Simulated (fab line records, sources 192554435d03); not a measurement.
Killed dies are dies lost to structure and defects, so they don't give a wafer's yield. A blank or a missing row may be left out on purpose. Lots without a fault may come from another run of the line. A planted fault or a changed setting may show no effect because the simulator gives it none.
Chamber matching | flow n5_finfet | N5_DUMMY_GATE_STRIP_48 on rie_diel-05: 4 sister chambers
The step strips in N2/H2, time 20 s. 4 wafers are shown with their chamber, then 10 later ones without.

WAFERS WITH THEIR CHAMBER
wafer  | chamber | showerhead_plenum_p_Torr (Torr)
L082.2 | 0       | 3.35
L083.5 | 1       | 3.22
L085.3 | 2       | 3.34
L085.5 | 3       | 3.30

WAFERS WITHOUT THEIR CHAMBER
wafer  | showerhead_plenum_p_Torr (Torr)
L085.6 | 3.35
L087.4 | 3.21
L087.5 | 3.29
L087.6 | 3.34
L088.1 | 3.21
L088.2 | 3.33
L088.4 | 3.35
L092.3 | 3.29
L092.4 | 3.34
L092.5 | 3.33

WHICH CHAMBER EACH WENT THROUGH
wafer  | from the rows above     | in truth
L085.6 | can't be placed: 0 or 2 | 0
L087.4 | 1                       | 1
L087.5 | 3                       | 3
L087.6 | can't be placed: 2 or 0 | 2
L088.1 | 1                       | 1
L088.2 | can't be placed: 2 or 0 | 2
L088.4 | can't be placed: 0 or 2 | 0
L092.3 | 3                       | 3
L092.4 | can't be placed: 2 or 0 | 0
L092.5 | can't be placed: 2 or 0 | 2
Placed correctly: 4 of 10. Can't be placed from these rows: 6 (the true chamber is among the candidates in 6). Placed wrongly: 0.
How it was worked out, from the rows above alone: a wafer's distance from a chamber is the root of the sum, over the readings, of the square of ((its reading less the chamber's mean) divided by the reading's scatter). The wafer belongs to the nearest chamber; if the next one is less than 2 further off, it can't be placed. A chamber's mean is the mean of its shown wafers. The scatter: with one shown wafer a chamber, the root of the mean of the squares of how far each hidden wafer lies from its nearest shown one.
